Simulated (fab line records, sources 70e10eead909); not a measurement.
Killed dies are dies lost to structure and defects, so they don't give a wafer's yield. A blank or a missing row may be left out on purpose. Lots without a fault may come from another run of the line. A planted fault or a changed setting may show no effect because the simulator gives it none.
Which tool did it? | flow nand_harc | 12 lots, 36 wafers sampled, at 2 steps of a route of 1159

WHAT THE GAUGES READ, wafer by wafer
NHARC_P_STI_CD_MEAS_16. Usual: cd_nm 201 nm, standard deviation 4.4.
lot  | measured    | on        | cd_nm (nm)  | flag
L790 | day 2 14:29 | cd_sem-03 | 206 198 205 |
L791 | day 3 01:56 | cd_sem-03 | 194 196 202 |
L792 | day 3 05:47 | cd_sem-03 | 199 203 200 |
L794 | day 3 17:57 | cd_sem-01 | 203 203 201 |
L795 | day 4 05:32 | cd_sem-02 | 193 194 195 |
L796 | day 4 05:42 | cd_sem-02 | 206 197 198 |
L801 | day 5 13:14 | cd_sem-03 | 206 198 196 |
L802 | day 5 20:55 | cd_sem-01 | 200 201 197 |
L803 | day 6 00:08 | cd_sem-03 | 199 202 192 |
L807 | day 6 21:28 | cd_sem-03 | 200 203 206 |
L808 | day 7 05:23 | cd_sem-02 | 201 196 202 |
L809 | day 7 11:33 | cd_sem-01 | 200 203 195 |

WHICH TOOL RAN EACH LOT (tool, then ch and the chambers of the sampled wafers, then the start)
lot  | NHARC_P_STI_ETCH_31
L790 | rie_diel-03 ch 2,3, day 2 14:29 or earlier
L791 | rie_diel-06 ch 2,3, day 3 01:56 or earlier
L792 | rie_diel-03 ch 0,2,3, day 3 05:47 or earlier
L794 | rie_diel-03 ch 1,2,3, day 3 17:57 or earlier
L795 | rie_diel-03 ch 0,1,3, day 4 05:32 or earlier
L796 | rie_diel-05 ch 1,2,3, day 4 05:42 or earlier
L801 | rie_diel-05 ch 0,3, day 5 13:14 or earlier
L802 | rie_diel-03 ch 0,1,3, day 5 20:55 or earlier
L803 | rie_diel-06 ch 1,3, day 6 00:08 or earlier
L807 | rie_diel-06 ch 0,1,2, day 6 21:28 or earlier
L808 | rie_diel-05 ch 0,2, day 7 05:23 or earlier
L809 | rie_diel-06 ch 1,3, day 7 11:33 or earlier
- NHARC_P_STI_ETCH_31: etches the open film in CF4/CHF3, target depth 108.9 nm, time 54.5 s.

WHAT THE TOOLS THEMSELVES READ (means of the sampled wafers that have a number; where no wafer has one, the mark that the record gives instead)
NHARC_P_STI_ETCH_31. Usual: drypump_motor_current_A 6.0 A, standard deviation 0.46; oes_product_au 0.961 a.u., standard deviation 0.016; rf_fwd_power_W 494.5 W, standard deviation 2.4; rf_vpp_V 370.0 V, standard deviation 2.2; showerhead_plenum_p_Torr 1.56 Torr, standard deviation 0.055; throttle_valve_pct 16.802 %, standard deviation 0.009.
lot  | tool        | drypump_motor_current_A (A) | oes_product_au (a.u.) | rf_fwd_power_W (W) | rf_vpp_V (V) | showerhead_plenum_p_Torr (Torr) | throttle_valve_pct (%) | flag
L790 | rie_diel-03 | 5.7                         | 0.950                 | 496.3              | 368.5        | 1.51                            | 16.796                 |
L791 | rie_diel-06 | 6.5                         | 0.963                 | 492.7              | 367.8        | 1.50                            | 16.801                 |
L792 | rie_diel-03 | 5.9                         | 0.954                 | 497.6              | 369.7        | 1.56                            | 16.807                 |
L794 | rie_diel-03 | 5.5                         | 0.955                 | 496.0              | 368.7        | 1.54                            | 16.802                 |
L795 | rie_diel-03 | 5.7                         | 0.965                 | 495.1              | 370.4        | 1.56                            | 16.809                 |
L796 | rie_diel-05 | 5.6                         | 0.973                 | 494.2              | 370.1        | 1.56                            | 16.801                 |
L801 | rie_diel-05 | 5.4                         | 0.984                 | 493.7              | 372.5        | 1.65                            | 16.808                 |
L802 | rie_diel-03 | 5.8                         | 0.970                 | 494.9              | 369.9        | 1.56                            | 16.807                 |
L803 | rie_diel-06 | 6.4                         | 0.972                 | 494.4              | 369.6        | 1.54                            | 16.801                 |
L807 | rie_diel-06 | 6.2                         | 0.966                 | 494.6              | 370.5        | 1.56                            | 16.798                 |
L808 | rie_diel-05 | 6.0                         | 0.978                 | 493.7              | 370.0        | 1.57                            | 16.804                 |
L809 | rie_diel-06 | 6.4                         | 0.968                 | 494.0              | 368.6        | 1.54                            | 16.797                 |

THE ANSWER, worked out from the rows above alone
Rule: a lot is off if the mean of its wafers that have a number lies more than 3 standard deviations from the usual mean. A lot without any number at a reading at which 4 lots or more have one is off too. The other lots that the step has rows for count as sound. The gauges are gone through in route order, then the tools' own readings, and for those a lot's mean is taken as printed above. The first step at which some lot is off is used, and at that step the reading that is off furthest; a lot without a number counts as furthest.
No lot is off at any reading shown: from this, nothing can be told.

WHAT THE SIMULATOR HAD PUT IN
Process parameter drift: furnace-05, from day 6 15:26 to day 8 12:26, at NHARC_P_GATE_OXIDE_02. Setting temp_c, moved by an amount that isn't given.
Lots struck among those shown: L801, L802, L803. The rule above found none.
